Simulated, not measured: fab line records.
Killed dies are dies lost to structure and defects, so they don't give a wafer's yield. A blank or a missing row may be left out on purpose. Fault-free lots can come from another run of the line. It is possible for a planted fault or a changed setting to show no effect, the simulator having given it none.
Split-lot experiment :: flow n5 finfet :: on a route of 1938 steps: 7 lots, 21 wafers read

ABOUT THE SPLIT
At N5_BEOL_M9_HM_DEP_02 (deposits TiN, target thk 20 nm), the setting target thk a was moved away from the recipe's 200 angstrom on 3 of the 21 wafers read, by -8.3% to +8.9%. This setting was run at the recipe's value on the other wafers.

The reading comes from the split's own step.

THE READING
TiN_of_BEOL_M9_HM_DEP_02.thk nm (the simulator's own value, which no gauge read), in nm, at N5_BEOL_M9_HM_DEP_02 (deposits TiN, target thk 20 nm). The file does not state a usual value for it. The 18 wafers here that ran the recipe average 20.0 nm, standard deviation 0.22 nm.

wafer: L074.2
tool, chamber at the split: pvd sputter-01, -
target thk a as run, angstrom: 200
against the recipe: recipe
TiN_of_BEOL_M9_HM_DEP_02.thk nm, nm: 19.8
against lot-mates on the recipe: -

wafer: L074.3
tool, chamber at the split: pvd sputter-01, -
target thk a as run, angstrom: 200
against the recipe: recipe
TiN_of_BEOL_M9_HM_DEP_02.thk nm, nm: 20.6
against lot-mates on the recipe: -

wafer: L074.6
tool, chamber at the split: pvd sputter-01, -
target thk a as run, angstrom: 200
against the recipe: recipe
TiN_of_BEOL_M9_HM_DEP_02.thk nm, nm: 20.2
against lot-mates on the recipe: -

wafer: L078.4
tool, chamber at the split: pvd sputter-01, -
target thk a as run, angstrom: 200
against the recipe: recipe
TiN_of_BEOL_M9_HM_DEP_02.thk nm, nm: 20.2
against lot-mates on the recipe: -

wafer: L078.6
tool, chamber at the split: pvd sputter-01, -
target thk a as run, angstrom: 200
against the recipe: recipe
TiN_of_BEOL_M9_HM_DEP_02.thk nm, nm: 20.2
against lot-mates on the recipe: -

wafer: L078.5
tool, chamber at the split: pvd sputter-01, -
target thk a as run, angstrom: 200
against the recipe: recipe
TiN_of_BEOL_M9_HM_DEP_02.thk nm, nm: 20
against lot-mates on the recipe: -

wafer: L080.1
tool, chamber at the split: pvd sputter-02, -
target thk a as run, angstrom: 200
against the recipe: recipe
TiN_of_BEOL_M9_HM_DEP_02.thk nm, nm: 19.8
against lot-mates on the recipe: -

wafer: L080.5
tool, chamber at the split: pvd sputter-02, -
target thk a as run, angstrom: 200
against the recipe: recipe
TiN_of_BEOL_M9_HM_DEP_02.thk nm, nm: 19.8
against lot-mates on the recipe: -

wafer: L080.6
tool, chamber at the split: pvd sputter-02, -
target thk a as run, angstrom: 200
against the recipe: recipe
TiN_of_BEOL_M9_HM_DEP_02.thk nm, nm: 19.8
against lot-mates on the recipe: -

wafer: L081.3
tool, chamber at the split: pvd sputter-03, -
target thk a as run, angstrom: 217.7
against the recipe: +8.9%
TiN_of_BEOL_M9_HM_DEP_02.thk nm, nm: 21.8
against lot-mates on the recipe: +1.9

wafer: L081.4
tool, chamber at the split: pvd sputter-03, -
target thk a as run, angstrom: 200
against the recipe: recipe
TiN_of_BEOL_M9_HM_DEP_02.thk nm, nm: 19.8
against lot-mates on the recipe: -

wafer: L081.5
tool, chamber at the split: pvd sputter-03, -
target thk a as run, angstrom: 200
against the recipe: recipe
TiN_of_BEOL_M9_HM_DEP_02.thk nm, nm: 20
against lot-mates on the recipe: -

wafer: L089.2
tool, chamber at the split: pvd sputter-01, -
target thk a as run, angstrom: 200
against the recipe: recipe
TiN_of_BEOL_M9_HM_DEP_02.thk nm, nm: 20.2
against lot-mates on the recipe: -

wafer: L089.4
tool, chamber at the split: pvd sputter-01, -
target thk a as run, angstrom: 200
against the recipe: recipe
TiN_of_BEOL_M9_HM_DEP_02.thk nm, nm: 20
against lot-mates on the recipe: -

wafer: L089.5
tool, chamber at the split: pvd sputter-01, -
target thk a as run, angstrom: 200
against the recipe: recipe
TiN_of_BEOL_M9_HM_DEP_02.thk nm, nm: 19.8
against lot-mates on the recipe: -

wafer: L092.1
tool, chamber at the split: pvd sputter-03, -
target thk a as run, angstrom: 200
against the recipe: recipe
TiN_of_BEOL_M9_HM_DEP_02.thk nm, nm: 20
against lot-mates on the recipe: -

wafer: L092.5
tool, chamber at the split: pvd sputter-03, -
target thk a as run, angstrom: 200
against the recipe: recipe
TiN_of_BEOL_M9_HM_DEP_02.thk nm, nm: 20
against lot-mates on the recipe: -

wafer: L092.3
tool, chamber at the split: pvd sputter-03, -
target thk a as run, angstrom: 191.3
against the recipe: -4.3%
TiN_of_BEOL_M9_HM_DEP_02.thk nm, nm: 19.2
against lot-mates on the recipe: -0.8

wafer: L095.1
tool, chamber at the split: pvd sputter-01, -
target thk a as run, angstrom: 200
against the recipe: recipe
TiN_of_BEOL_M9_HM_DEP_02.thk nm, nm: 19.8
against lot-mates on the recipe: -

wafer: L095.3
tool, chamber at the split: pvd sputter-01, -
target thk a as run, angstrom: 200
against the recipe: recipe
TiN_of_BEOL_M9_HM_DEP_02.thk nm, nm: 19.8
against lot-mates on the recipe: -

wafer: L095.2
tool, chamber at the split: pvd sputter-01, -
target thk a as run, angstrom: 183.3
against the recipe: -8.3%
TiN_of_BEOL_M9_HM_DEP_02.thk nm, nm: 17.8
against lot-mates on the recipe: -2.0

THE FIT
A straight line over all 21 wafers: TiN_of_BEOL_M9_HM_DEP_02.thk nm changes by +0.226 nm for each +1% of target thk a; r = +0.95; the points scatter about the line by 0.23 nm.
The same after taking each lot's own level away (the mean of its wafers on the recipe; 21 wafers): +0.222 nm for each +1%; r = +0.97; scatter 0.16 nm.
According to that fit, moving target thk a by its largest amount changes the reading by 2 nm.
Across the lots, their own levels run from 19.80 to 20.20 nm, a range of 1.9 times the standard deviation given above.
Hence the lot-to-lot level has little effect on the slope; both slopes agree.
Check: for one of the wafers moved furthest among these (+8.9%), held out of the fit, the line's prediction against its lot-mates is +2.03 nm. It came out at +1.9 nm against them.

THESE WAFERS: OTHER SPLITS
Other splits were also applied to these wafers ahead of the reading. Each is held against what the fit with the lots' levels taken away leaves over:
other split on the same wafers: N5_BEOL_M4_SPUTTER_48 time s
wafers away from the commonest value: 8
r with TiN_of_BEOL_M9_HM_DEP_02.thk nm (lot level and that fit taken away): +0.04

other split on the same wafers: N5_BEOL_M6_TRENCH_ETCH_37 source w
wafers away from the commonest value: 8
r with TiN_of_BEOL_M9_HM_DEP_02.thk nm (lot level and that fit taken away): +0.08

other split on the same wafers: N5_BEOL_M6_ALD_77 co reactant pulse time s
wafers away from the commonest value: 8
r with TiN_of_BEOL_M9_HM_DEP_02.thk nm (lot level and that fit taken away): -0.09

other split on the same wafers: N5_BEOL_M7_TRENCH_ETCH_37 bias w
wafers away from the commonest value: 4
r with TiN_of_BEOL_M9_HM_DEP_02.thk nm (lot level and that fit taken away): -0.50

other split on the same wafers: N5_BEOL_M7_ETCH_41 source w
wafers away from the commonest value: 8
r with TiN_of_BEOL_M9_HM_DEP_02.thk nm (lot level and that fit taken away): +0.06

other split on the same wafers: N5_BEOL_M8_DESCUM_33 time s
wafers away from the commonest value: 7
r with TiN_of_BEOL_M9_HM_DEP_02.thk nm (lot level and that fit taken away): +0.27

other split on the same wafers: N5_BEOL_M8_ETCH_72 h2 flow sccm
wafers away from the commonest value: 9
r with TiN_of_BEOL_M9_HM_DEP_02.thk nm (lot level and that fit taken away): -0.13

THE FILE'S OWN FIT
TiN_of_BEOL_M9_HM_DEP_02.thk nm changes by +0.222 nm for each +1% of target thk a, r = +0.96.
